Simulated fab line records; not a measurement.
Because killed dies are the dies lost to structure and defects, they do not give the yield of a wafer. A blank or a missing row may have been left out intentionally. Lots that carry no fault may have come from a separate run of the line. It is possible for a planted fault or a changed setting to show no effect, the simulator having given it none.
Comparing a struck lot with a sound one :: flow nand-harc :: 14 steps out of a route of 1302
Sound: the wafers L910.3, L910.4, L910.6. Wafers struck: L918.2, L918.3, L918.4. The cause is named last.
Order at every step that has rows: each side's tool, ch and its chambers, its first start. Under that, the readings that differ: sound wafers :: struck wafers :: difference of the means :: sigmas: that difference in standard deviations of wafers without a fault.
alike: readings whose means differ by less than 2 such deviations, and words and numbers that are the same on both sides. not compared: withheld readings, readings that some wafer has no value for, bounds like >300 that may hide the same value, and numbers for which the record gives no deviation and whose values overlap.
Wherever a step has rows on one side only, a row that says differs or no value, or a row with sigmas, the two part there. When numbers do not overlap yet have no deviation, they are printed without sigmas and do not part them. Lack of a reading on every wafer of one side parts them only where that side has two or more wafers.

NHARC_A_CHANNEL_FILL_D2_ALD_03: deposits SiNx, target thk 6 nm, pulse time 60 s, ald cycles 58.
  sound on ald-sin-batch-02 ch 0; struck on ald-sin-batch-02 ch 0
  alike: precursor-pulse-height-rel
then, 1 step without rows for these wafers: NHARC_A_CHANNEL_FILL_D2_ALD_14 (deposits SiO2, target thk 2.5 nm, pulse time 10 s, ald cycles 25).
NHARC_A_CHANNEL_FILL_D2_ALD_15: deposits SiNx, target thk 2 nm, pulse time 60 s, ald cycles 19.
  sound on ald-sin-batch-01 ch 0; struck on ald-sin-batch-02 ch 0
  alike: precursor-pulse-height-rel
NHARC_A_CHANNEL_FILL_D2_ALD_16: deposits SiO2, target thk 1.5 nm, pulse time 10 s, ald cycles 15.
  sound on ald-hk-04 ch 0,2, day 15 15:11; struck on ald-hk-03 ch 0,1,2, day 19 23:10
  alike: heater-power-w, precursor-pulse-height-rel
then, 2 steps without rows for these wafers: NHARC_A_CHANNEL_FILL_D2_ANNEAL_17 (time 1800 s); NHARC_A_CHANNEL_FILL_D2_CVD_18 (deposits poly-Si, target thk 3 nm).
NHARC_A_CHANNEL_FILL_D2_ETCHBACK_19: etches the open film in HBr/Cl2, target depth 5 nm, time 1.7 s.
  sound on rie-si-03 ch 1,2,3, day 16 03:06; struck on rie-si-06 ch 1,2,3, day 20 11:31
  alike: drypump-motor-current-A, hbr-flow-sccm, oes-product-au, throttle-valve-pct
  not compared: rf-hours-counter-h
NHARC_A_CHANNEL_FILL_D2_ETCHBACK_20: etches the open film in C4F8/O2/Ar, target depth 27 nm, time 13.5 s.
  sound on rie-diel-10 ch 1,2, day 16 03:12; struck on rie-diel-08 ch 1,2,3, day 20 11:39
  alike: oes-product-au, rf-vpp-V
  not compared: rf-hours-counter-h
then, 4 steps without rows for these wafers: NHARC_A_CHANNEL_FILL_D2_STRIP_28 (strips in O2, time 20 s); NHARC_A_CHANNEL_FILL_D2_PRECLEAN_21 (cleans in dHF, time 30 s); NHARC_A_CHANNEL_FILL_D2_SRD_23; NHARC_A_CHANNEL_FILL_D2_CVD_05 (deposits poly-Si, target thk 5 nm).
NHARC_A_CHANNEL_FILL_D2_ANNEAL_22: time 7200 s.
  sound on furnace-05 ch 0, day 16 10:55; struck on furnace-01 ch 0, day 20 19:05
reading: spike-tc-bottom-C (C)
sound: 638.6 639.1 638.9
struck: 672.6 674.1 673.5
difference: +34.5
sigmas: +18

reading: spike-tc-centre-C (C)
sound: 621.7 623.5 620.7
struck: 651.5 650.4 650.7
difference: +28.9
sigmas: +24

reading: spike-tc-lower-C (C)
sound: 619.5 618.8 618.8
struck: 650.8 651.6 654.1
difference: +33.1
sigmas: +30

reading: spike-tc-top-C (C)
sound: 643.3 644.3 646.2
struck: 669.0 670.4 670.2
difference: +25.3
sigmas: +10

reading: spike-tc-upper-C (C)
sound: 621.3 621.0 619.5
struck: 648.6 649.7 648.4
difference: +28.3
sigmas: +20

reading: tube-center-temp-C (C)
sound: 619.99 620.02 619.96
struck: 650.69 650.69 650.65
difference: +30.69
sigmas: +99 or more

reading: tube_center_temp_C_max
sound: 621.55 621.70 621.56
struck: 651.95 652.01 652.43
difference: +30.53
sigmas: +99 or more

reading: zone-power-lower-pct (%)
sound: 7.4 7.4 7.4
struck: 10.5 10.6 10.8
difference: +3.2
sigmas: +4
-- record jumps: 9 days between struck wafers' starts before vs after; left off in module A_CHANNEL_FILL_D2, resumes in module END, first step shown is number 1302 of the route --
NHARC_END_SORT_01:
  at this point the record logs the struck wafers (prober-01 ch 0, day 30 02:43) and has no rows for the sound ones

## WHERE THEY PART
At NHARC_A_CHANNEL_FILL_D2_ANNEAL_22 first; at NHARC_END_SORT_01 last (within this record only).

WHY: what the simulator had put in
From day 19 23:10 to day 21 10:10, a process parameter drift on furnace-01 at NHARC_A_CHANNEL_FILL_D2_ANNEAL_22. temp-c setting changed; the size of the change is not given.
